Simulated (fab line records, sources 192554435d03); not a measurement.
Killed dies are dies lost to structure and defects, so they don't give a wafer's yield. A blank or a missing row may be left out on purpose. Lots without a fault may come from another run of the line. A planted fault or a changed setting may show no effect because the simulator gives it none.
One fault seen from 3 desks | flow n5_finfet | each desk has only its own numbers; what lay behind them comes last

THE METROLOGY DESK
What the gauges read, lot by lot, whatever tool the lot ran on: means of the sampled wafers that have a number. A lot is out of limits, marked OUT, if its mean lies more than 4 standard deviations from the usual mean; the brackets give that distance.
Columns: A = M8_RS at N5_BEOL_M8_RS_MEAS_57, usual 0.286 ohm/sq
lot  | first seen here | A
L481 | day 12 08:07    | 0.279
L482 | day 12 15:12    | 0.288
L484 | day 12 20:47    | 0.295
L485 | day 13 09:30    | 0.292
L487 | day 14 05:23    | 0.295
L488 | day 14 22:20    | 0.279
L493 | day 15 08:32    | 0.281
L492 | day 17 07:02    | 0.276
L498 | day 17 17:55    | 0.286
L503 | day 18 04:01    | 0.283
L502 | day 18 06:05    | 0.285
This desk's finding: nothing out of limits on any of the 11 lots.

THE DEFECT DESK
What the inspections along the route counted, lot by lot: means of the sampled wafers that have a number. A lot is out of limits, marked OUT, if its mean lies more than 4 standard deviations from the usual mean; the brackets give that distance.
Columns: A = raw_defect_count at N5_BEOL_M9_INSPECT_13, usual 366
lot  | first seen here | A
L481 | day 12 09:47    | 319
L482 | day 12 18:28    | 370
L484 | day 12 22:08    | 419
L485 | day 13 10:57    | 354
L487 | day 14 07:28    | 314
L488 | day 14 23:38    | 427
L493 | day 15 11:13    | 522
L492 | day 17 08:32    | 609
L498 | day 17 20:40    | 337
L503 | day 18 06:23    | 307
L502 | day 18 07:51    | 357
This desk's finding: nothing out of limits on any of the 11 lots.

THE TOOL OWNER'S DESK: pecvd-03
The tool's own readings at N5_BEOL_M9_ILD_DEP_00 (deposits SiCOH lowk from DEMS/porogen, target thk 308.51 nm, time 58 s): means of the sampled wafers that have a number, for each lot that ran on this tool. A lot is out of limits, marked OUT, if its mean lies more than 4 standard deviations from the usual mean; the brackets give that distance.
Columns: A = heater_power_w at N5_BEOL_M9_ILD_DEP_00, usual 366 W; B = rf_fwd_power_W at N5_BEOL_M9_ILD_DEP_00, usual 496.6 W; C = showerhead_plenum_p_Torr at N5_BEOL_M9_ILD_DEP_00, usual 5.735 Torr; D = throttle_valve_pct at N5_BEOL_M9_ILD_DEP_00, usual 13.6 %
lot  | first seen here | A   | B     | C     | D
L481 | day 12 08:11    | 379 | 494.9 | 5.728 | 14.1
L482 | day 12 15:16    | 383 | 495.9 | 5.725 | 13.9
L493 | day 15 08:36    | 375 | 499.0 | 5.725 | 14.0
L492 | day 17 07:07    | 324 | 496.7 | 5.716 | 13.8
This desk's finding: nothing out of limits on any of the 4 lots.

PUT TOGETHER
The metrology desk saw nothing out of limits.
The defect desk saw nothing out of limits.
The tool owner's desk saw nothing out of limits.

WHAT THE SIMULATOR HAD PUT IN
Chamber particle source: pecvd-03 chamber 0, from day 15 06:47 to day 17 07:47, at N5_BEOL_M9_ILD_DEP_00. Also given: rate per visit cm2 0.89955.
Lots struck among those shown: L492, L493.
